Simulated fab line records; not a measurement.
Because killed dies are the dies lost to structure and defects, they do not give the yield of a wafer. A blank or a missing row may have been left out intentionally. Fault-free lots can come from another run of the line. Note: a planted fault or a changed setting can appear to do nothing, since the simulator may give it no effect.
fab line records	flow n5-finfet
record lots=6	wafers=16	last-day=18
route steps=1938 shown SD_EPI_N@265 BEOL_M4@1111
lots that met no fault: taken from a fault-free run of the same line
start-h: the number of hours between the record's first day and the start of the first shown wafer of the lot	wait-h: time in hours since the lot's previous step	" as in the row above	L1.1+2: a row that stands for several wafers	- no value, or no start given	* or withheld: withheld	< > ~ a bound
route shown NAME@n: NAME is a module with steps in the file, n the number in the route of the first one	usual: the fault-free wafers' mean and standard deviation	same: alike in all rows	chamber/n: place in a boat	sites: per-site readings	_std_site: how widely they spread, as a standard deviation	_edge_site: inner sites' mean taken away from outer sites' mean	radius-mm: how far each site lies from the wafer's centre	mask NAME#n: copy n	behind: the tool/chamber that last shaped the wafer	hold: cause of the lot's hold/its duration in hours/its outcome	device: whichever transistor did not switch (one of n, p or np)	end of line: the same wafers' tests at the end of the route	a step without rows: its recipe alone	killed: at the first sort, the dies lost to defects and structure; wafer yield is something else	map: per-die view of a wafer (x killed, . not killed, _ where there is no die)
set.NAME: the setting that was run; set.NAME@STEP: the one run at that earlier step	model.NAME: the simulator's own value behind a step, which no gauge read
lots at some steps of the route; a table a step, a row a wafer
services: when a tool's chamber went out of use (start-h, in hours from the record's first day, below 0 if earlier), for how many hours, and the reason
## steps
# step N5_SD_EPI_N_EBR_05
# recipe solvent=PGMEA	ebr-width-mm=1.5
# step N5_SD_EPI_N_SOFTBAKE_04
# recipe temp-c=110	time-s=60	resist=CAR-ArF-block
# step N5_SD_EPI_N_EXPOSE_06
# recipe mask-id=SD_N_BLK	na=1.35	source-shape=conventional	sigma-outer=0.8	polarization=unpolarized	target-cd-nm=120	dose-mj=39.75
# step N5_SD_EPI_N_PEB_07
# recipe peb-temp-c=110	peb-time-s=60	resist=CAR-ArF-block
# step N5_SD_EPI_N_DEVELOP_08
# recipe develop-time-s=30	developer=TMAH	resist=CAR-ArF-block	dev-temp-c=23	rinse-liquid=diw	dry=air-spin
# step N5_SD_EPI_N_CD_MEAS_09
# recipe target-cd-nm=120	landing-energy-ev=500	detector=se-inlens
# usual cd-nm=119.7/1.1
lot.wafer	tool	chamber	start-h	wait-h	cd-nm
L356.2	cd-sem-03	0	71.89	-	120.4
L356.3	"	0	"	"	120.9
L356.6	"	0	"	"	119.9
L361.1	cd-sem-01	0	103.28	-	120.5
L361.3	"	0	"	"	121.0
L367.1	cd-sem-03	0	140.29	-	118.9
L367.3	"	0	"	"	120.0
L367.5	"	0	"	"	119.5
L368.2	cd-sem-02	0	143.83	-	118.6
L368.4	"	0	"	"	121.0
L368.6	"	0	"	"	120.9
L369.3	cd-sem-02	0	151.46	-	120.4
L369.5	"	0	"	"	120.7
L369.6	"	0	"	"	119.5
L375.1	cd-sem-02	0	189.37	-	121.2
L375.5	"	0	"	"	120.9
# step N5_SD_EPI_N_OVL_MEAS_10
# recipe points-per-wafer=44
# usual SD_N_BLK_OVL=0.6/0.69
lot.wafer	tool	chamber	start-h	wait-h	SD_N_BLK_OVL[nm]
L356.2	overlay-01	0	71.92	0.0	0.6
L356.3	"	0	"	"	0.2
L356.6	"	0	"	"	-0.4
L361.1	overlay-01	0	103.31	0.0	-0.3
L361.3	"	0	"	"	-0.7
L367.1	overlay-01	0	140.32	0.0	1.5
L367.3	"	0	"	"	0.7
L367.5	"	0	"	"	1.3
L368.2	overlay-01	0	143.86	0.0	1.8
L368.4	"	0	"	"	0.4
L368.6	"	0	"	"	1.6
L369.3	overlay-02	0	151.49	0.0	0.8
L369.5	"	0	"	"	-0.8
L369.6	"	0	"	"	-0.7
L375.1	overlay-01	0	189.40	0.0	1.4
L375.5	"	0	"	"	1.5
# step N5_SD_EPI_N_INSPECT_11
# recipe mode=adi	inspect-instrument=macro
# usual raw-defect-count=2.2/1.5
lot.wafer	tool	chamber	start-h	wait-h	raw-defect-count
L356.2	defect-inspect-02	-	71.94	0.0	5
L356.3	"	-	"	"	2
L356.6	"	-	"	"	5
L361.1	defect-inspect-02	-	103.33	0.0	3
L361.3	"	-	"	"	3
L367.1	defect-inspect-01	-	140.35	0.0	2
L367.3	"	-	"	"	2
L367.5	"	-	"	"	3
L368.2	defect-inspect-02	-	143.88	0.0	4
L368.4	"	-	"	"	2
L368.6	"	-	"	"	4
L369.3	defect-inspect-01	-	151.52	0.0	2
L369.5	"	-	"	"	0
L369.6	"	-	"	"	3
L375.1	defect-inspect-01	-	189.43	0.0	2
L375.5	"	-	"	"	1
# step N5_SD_EPI_N_DESCUM_14
# recipe chemistry=O2	time-s=7.9	source-power-w=50	bias-power-w=20	pressure-mtorr=20	rf-frequency-hz=2.712e+07	temp-c=40	resist=CAR-ArF-block	o2-flow-sccm=225
# usual drypump-motor-current-A=5.7/0.43	oes-product-au=0.75/0.086	rf-vpp-V=243.6/1.3	showerhead-plenum-p-Torr=2.12/0.068	throttle-valve-pct=20.48/0.19
lot.wafer	tool	chamber	start-h	wait-h	drypump-motor-current-A	oes-product-au	rf-hours-counter-h	rf-vpp-V	showerhead-plenum-p-Torr	throttle-valve-pct
L356.2	rie-diel-04	3	71.98	0.0	5.3	0.75	195	243.1	2.07	20.62
L356.3	"	2	"	"	5.8	0.86	73	245.3	2.22	20.50
L356.6	"	3	"	"	5.4	0.75	-	242.5	2.07	20.60
L361.1	rie-diel-06	0	103.48	0.1	5.3	0.70	178	241.2	2.00	20.41
L361.3	"	2	"	"	6.4	0.68	246	244.4	2.17	20.61
L367.1	rie-diel-04	2	140.40	0.1	5.9	0.82	94	243.9	2.21	20.53
L367.3	"	1	"	"	5.3	0.72	217	242.9	2.16	20.49
L367.5	"	0	"	"	5.3	0.67	-	243.2	2.16	20.87
L368.2	rie-diel-06	1	143.92	0.0	6.5	0.70	243	244.6	2.15	20.36
L368.4	"	2	"	"	6.4	0.98	1	242.4	2.16	20.33
L368.6	"	0	"	"	5.3	0.69	-	241.3	1.99	20.47
L369.3	rie-diel-04	2	151.55	0.0	5.8	0.82	98	245.5	2.21	20.53
L369.5	"	3	"	"	5.3	0.73	-	243.1	2.07	20.63
L369.6	"	2	"	"	5.9	0.83	-	245.1	2.21	20.54
L375.1	rie-diel-05	3	189.46	0.0	6.1	0.68	238	243.8	2.05	20.48
L375.5	"	3	"	"	6.2	0.69	-	240.8	2.05	20.50
# step N5_SD_EPI_N_ETCH_34
# recipe chemistry=CF4	target=SiARC	target-depth-a=455	mask-material=CAR-ArF-block	time-s=75.8	ion-energy-ev=80	pressure-mtorr=40	source-w=545	bias-w=36	Ar_flow_sccm=100	cf4-flow-sccm=100	ends=cleared
# usual cf4-flow-sccm=99.99/0.26	drypump-motor-current-A=5.7/0.42	etch-rf-on-time-s=75.8/2.2	oes-product-au=0.65/0.073	rf-vpp-V=184.5/1.1	showerhead-plenum-p-Torr=2.17/0.06	throttle-valve-pct=15.71/0.19
lot.wafer	tool	chamber	start-h	wait-h	cf4-flow-sccm	drypump-motor-current-A	etch-rf-on-time-s	oes-product-au	rf-hours-counter-h	rf-vpp-V	showerhead-plenum-p-Torr	throttle-valve-pct
L356.2	rie-diel-04	3	72.01	0.0	99.82	5.3	71.9	0.64	195	185.3	2.13	15.88
L356.3	"	2	"	"	100.56	5.8	75.4	0.72	73	186.6	2.26	15.65
L356.6	"	3	"	"	100.13	5.4	72.9	0.64	-	184.2	2.13	15.88
L361.1	rie-diel-06	0	103.51	0.0	99.96	5.3	79.5	0.59	178	182.9	2.07	15.78
L361.3	"	2	"	"	99.84	6.4	76.6	0.59	246	184.6	2.18	15.71
L367.1	rie-diel-04	2	140.43	0.0	99.93	5.8	75.7	0.71	94	185.6	2.25	15.68
L367.3	"	1	"	"	99.90	5.4	76.5	0.62	217	185.0	2.20	15.72
L367.5	"	0	"	"	100.07	5.3	76.0	0.59	-	186.0	2.20	15.95
L368.2	rie-diel-06	1	143.95	0.0	100.23	6.5	74.5	0.61	243	184.6	2.21	15.74
L368.4	"	2	"	"	99.92	6.4	76.2	0.86	1	185.8	2.18	15.23
L368.6	"	0	"	"	100.03	5.4	79.4	0.58	-	181.2	2.06	15.80
L369.3	rie-diel-04	2	151.58	0.0	100.16	5.9	76.3	0.70	98	185.0	2.25	15.68
L369.5	"	3	"	"	100.14	5.4	73.4	0.63	-	183.8	2.12	15.91
L369.6	"	2	"	"	100.01	5.9	76.8	0.69	-	186.7	2.25	15.70
L375.1	rie-diel-05	3	189.50	0.0	99.40	6.1	75.6	0.59	238	183.4	2.11	15.87
L375.5	"	3	"	"	99.95	6.1	75.9	0.59	-	183.7	2.11	15.85
# step N5_SD_EPI_N_ETCH_35
# recipe chemistry=N2/H2	target=SOC	overetch-a=1080	mask-material=SiARC	temp-c=40	ion-energy-ev=100	source-w=3000	bias-w=133	pressure-mtorr=20	time-s=486	n2-flow-sccm=200	h2-flow-sccm=200
# usual drypump-motor-current-A=5.7/0.43	oes-product-au=0.68/0.074	rf-vpp-V=241.1/1.4	showerhead-plenum-p-Torr=2.57/0.08	throttle-valve-pct=23.8/0.32
lot.wafer	tool	chamber	start-h	wait-h	drypump-motor-current-A	oes-product-au	rf-hours-counter-h	rf-vpp-V	showerhead-plenum-p-Torr	throttle-valve-pct
L356.2	rie-diel-04	3	72.07	0.0	5.4	0.66	195	239.9	2.51	23.8
L356.3	"	2	"	"	5.9	0.76	73	241.6	2.67	23.5
L356.6	"	3	"	"	5.3	0.65	-	241.5	2.51	23.7
L361.1	rie-diel-06	0	103.57	0.0	5.3	0.63	178	240.2	2.41	23.6
L361.3	"	2	"	"	6.4	0.62	246	241.7	2.59	23.5
L367.1	rie-diel-04	2	140.49	0.0	5.8	0.74	94	242.4	2.66	23.5
L367.3	"	1	"	"	5.4	0.65	217	242.1	2.64	24.4
L367.5	"	0	"	"	5.3	0.63	-	243.2	2.59	24.0
L368.2	rie-diel-06	1	144.01	0.0	6.5	0.63	243	242.5	2.59	23.6
L368.4	"	2	"	"	6.4	0.90	1	241.0	2.58	23.3
L368.6	"	0	"	"	5.3	0.63	-	239.5	2.40	23.6
L369.3	rie-diel-04	2	151.64	0.0	5.9	0.74	98	243.3	2.66	23.5
L369.5	"	3	"	"	5.3	0.64	-	240.7	2.50	23.8
L369.6	"	2	"	"	5.9	0.74	-	240.4	2.66	23.5
L375.1	rie-diel-05	3	189.55	0.0	6.2	0.62	238	241.7	2.52	24.3
L375.5	"	3	"	"	6.1	0.62	-	239.6	2.52	24.3
# step N5_SD_EPI_N_STRIP_36
# recipe chemistry=N2/H2	temp-c=40	n2-flow-sccm=200	h2-flow-sccm=200	rf-frequency-hz=6e+07
# step N5_SD_EPI_N_ETCHBACK_44
# recipe chemistry=CH3F/O2	mode=anisotropic-etchback	target=SiNx	target-depth-a=145	stop-on=SiO2	over-etch-frac=0.3	ion-energy-ev=120	pressure-mtorr=30	source-w=395	bias-w=73	Ar_flow_sccm=150	CH3F_flow_sccm=30	O2_flow_sccm=20
# usual drypump-motor-current-A=5.7/0.42	oes-product-au=0.65/0.07	over-etch-frac=0.3/0	rf-vpp-V=299/13	showerhead-plenum-p-Torr=2.03/0.054	throttle-valve-pct=16.40/0.21
lot.wafer	tool	chamber	start-h	wait-h	drypump-motor-current-A	oes-product-au	over-etch-frac	rf-hours-counter-h	rf-vpp-V	showerhead-plenum-p-Torr	throttle-valve-pct
L356.2	rie-diel-04	3	72.39	0.0	5.3	0.63	0.3	195	273	1.99	16.56
L356.3	"	2	"	"	5.8	0.73	0.3	74	309	2.11	16.33
L356.6	"	3	"	"	5.3	0.63	0.3	-	273	1.99	16.57
L361.1	rie-diel-06	0	103.89	0.0	5.3	0.61	0.3	179	286	1.94	16.55
L361.3	"	2	"	"	6.4	0.60	0.3	246	315	2.04	16.39
L367.1	rie-diel-04	2	140.82	0.0	5.9	0.70	0.30818	95	309	2.10	16.37
L367.3	"	1	"	"	5.4	0.61	0.30818	218	295	2.05	16.38
L367.5	"	0	"	"	5.3	0.59	0.30818	-	310	2.07	16.78
L368.2	rie-diel-06	1	144.33	0.0	6.5	0.61	0.3	243	310	2.06	16.40
L368.4	"	2	"	"	6.4	0.85	0.3	1	315	2.03	15.97
L368.6	"	0	"	"	5.3	0.60	0.3	-	286	1.93	16.58
L369.3	rie-diel-04	2	151.97	0.0	5.8	0.70	0.30818	98	311	2.10	16.37
L369.5	"	3	"	"	5.3	0.61	0.30818	-	274	1.98	16.62
L369.6	"	2	"	"	5.8	0.69	0.30818	-	308	2.10	16.36
L375.1	rie-diel-05	3	189.88	0.0	6.1	0.59	0.3	238	298	1.96	16.53
L375.5	"	3	"	"	6.1	0.59	0.3	-	297	1.96	16.53
# step N5_SD_EPI_N_ETCH_45
# recipe chemistry=CH3F/O2	target=SiOCN	target-depth-a=60	mask-material=SOC	ion-energy-ev=60	bias-w=29	pressure-mtorr=15	source-w=410	Ar_flow_sccm=150	CH3F_flow_sccm=30	O2_flow_sccm=20
# usual drypump-motor-current-A=5.7/0.42	oes-product-au=0.76/0.086	rf-vpp-V=127.7/1	showerhead-plenum-p-Torr=2.02/0.054	throttle-valve-pct=23.33/0.2
lot.wafer	tool	chamber	start-h	wait-h	drypump-motor-current-A	oes-product-au	rf-hours-counter-h	rf-vpp-V	showerhead-plenum-p-Torr	throttle-valve-pct
L356.2	rie-diel-04	3	72.49	0.1	5.3	0.74	195	127.4	1.98	23.49
L356.3	"	2	"	"	5.9	0.87	74	127.4	2.10	23.29
L356.6	"	3	"	"	5.4	0.74	-	126.8	1.98	23.49
L361.1	rie-diel-06	0	103.99	0.1	5.4	0.69	179	127.7	1.93	23.52
L361.3	"	2	"	"	6.4	0.70	246	127.7	2.03	23.24
L367.1	rie-diel-04	2	140.92	0.1	5.9	0.83	95	128.8	2.10	23.32
L367.3	"	1	"	"	5.4	0.72	218	127.1	2.04	23.23
L367.5	"	0	"	"	5.3	0.70	-	127.6	2.06	23.79
L368.2	rie-diel-06	1	144.43	0.1	6.5	0.71	243	126.5	2.05	23.28
L368.4	"	2	"	"	6.4	1.02	1	127.0	2.03	23.03
L368.6	"	0	"	"	5.3	0.69	-	127.2	1.92	23.52
L369.3	rie-diel-04	2	152.07	0.1	5.8	0.82	98	127.8	2.09	23.34
L369.5	"	3	"	"	5.3	0.72	-	125.8	1.97	23.52
L369.6	"	2	"	"	5.8	0.84	-	128.1	2.09	23.33
L375.1	rie-diel-05	3	189.98	0.1	6.2	0.68	238	127.4	1.96	23.36
L375.5	"	3	"	"	6.1	0.69	-	127.5	1.96	23.34
# step N5_BEOL_M4_RC_MEAS_101
# usual DIBL_N=36.1/2	DIBL_P=36.3/2.5	IOFF_N=0.16/0.037	IOFF_P=0.21/0.039	ION_N=678/15	ION_P=465/8.7	SS_N=71.4/0.7	SS_P=73.3/0.74	VT_N=249/3.6	VT_P=-250.0/2.9
lot.wafer	tool	chamber	start-h	wait-h	DIBL_N[mV/V]	DIBL_P[mV/V]	IOFF_N[nA/um]	IOFF_P[nA/um]	ION_N[uA/um]	ION_P[uA/um]	SS_N[mV/dec]	SS_P[mV/dec]	VT_N[mV]	VT_P[mV]
L356.2	prober-01	0	195.98	0.2	37.2	35.3	0.16	0.21	684	466	71.8	73.9	249	-250.5
L356.3	"	0	"	"	35.7	33.3	0.12	0.18	671	465	71.1	72.5	255	-252.7
L356.6	"	0	"	"	40.8	38.9	0.23	0.28	690	457	72.8	74.5	245	-249.0
L361.1	prober-01	0	233.68	0.0	34.4	34.5	0.13	0.19	663	462	71.1	72.9	252	-249.8
L361.3	"	0	"	"	39.3	39.2	0.22	0.28	669	464	72.4	73.9	249	-246.1
L368.2	prober-02	0	284.11	0.2	37.8	39.4	0.20	0.21	685	459	71.8	73.6	243	-253.1
L368.4	"	0	"	"	35.1	36.4	0.14	0.18	683	468	71.0	73.1	250	-252.0
L368.6	"	0	"	"	32.7	32.8	0.12	0.14	663	449	70.2	72.4	252	-257.2
L367.1	prober-02	0	284.88	0.5	37.1	37.8	0.20	0.24	703	472	70.9	73.6	247	-248.4
L367.3	"	0	"	"	35.1	32.8	0.14	0.16	673	454	71.0	72.8	254	-252.4
L367.5	"	0	"	"	38.4	38.8	0.23	0.26	708	477	72.1	73.6	246	-246.3
L369.3	prober-02	0	299.46	0.3	32.7	32.9	0.11	0.16	668	463	70.4	72.5	256	-250.3
L369.5	"	0	"	"	33.5	33.2	0.12	0.16	664	460	70.7	72.6	254	-253.1
L369.6	"	0	"	"	38.5	41.1	0.21	0.30	676	469	71.9	74.7	247	-245.6
L375.1	prober-02	0	313.10	0.0	34.4	35.3	0.13	0.20	663	456	70.3	73.5	250	-248.7
L375.5	"	0	"	"	32.6	32.2	0.11	0.16	674	474	70.5	72.4	252	-252.8
## services
tool	chamber	start-h	hours	kind
rie-diel-05	1	48.64	-	clean
rie-diel-05	1	48.64	-	consumable-replace:focus-ring
rie-diel-05	1	48.64	23.2	scheduled-down
rie-diel-05	1	48.64	23.2	vent-cycle
rie-diel-06	3	59.63	11.1	repair
rie-diel-04	1	64.66	7.4	repair
rie-diel-06	0	80.80	5.8	repair
rie-diel-05	1	102.88	4.1	repair
rie-diel-06	3	109.47	-	clean
rie-diel-06	3	109.47	-	consumable-replace:focus-ring
rie-diel-06	3	109.47	17.5	scheduled-down
rie-diel-06	3	109.47	17.5	vent-cycle
rie-diel-05	0	124.16	-	clean
rie-diel-06	2	127.08	-	clean
rie-diel-06	2	127.08	-	consumable-replace:focus-ring
rie-diel-06	2	127.08	14.0	scheduled-down
rie-diel-06	2	127.08	14.0	vent-cycle
rie-diel-06	1	163.37	-	clean
rie-diel-06	1	163.37	-	consumable-replace:focus-ring
rie-diel-06	1	163.37	11.2	scheduled-down
rie-diel-06	1	163.37	11.2	vent-cycle
rie-diel-05	0	167.07	5.0	repair
rie-diel-04	2	175.54	3.6	repair
rie-diel-05	1	183.42	12.0	repair
## key
first-sign step=N5_SD_EPI_N_ETCHBACK_44	reading=over-etch-frac	direction=up	sigmas=99+	usual=0.3	struck=0.30818
effect none on later readings
met-at N5_SD_EPI_N_ETCHBACK_44
struck-wafers L367.1,L367.3,L367.5,L369.3,L369.5,L369.6
onset-between 72.39 140.82
fault kind=process-parameter-drift	tool=rie-diel-04	chamber=-	onset-h=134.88	steps=N5_SD_EPI_N_ETCHBACK_44	channel=over-etch-frac	offset=0.0081821	shape=step	end-h=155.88	acts-in=these-recipes-only	stated=0.3
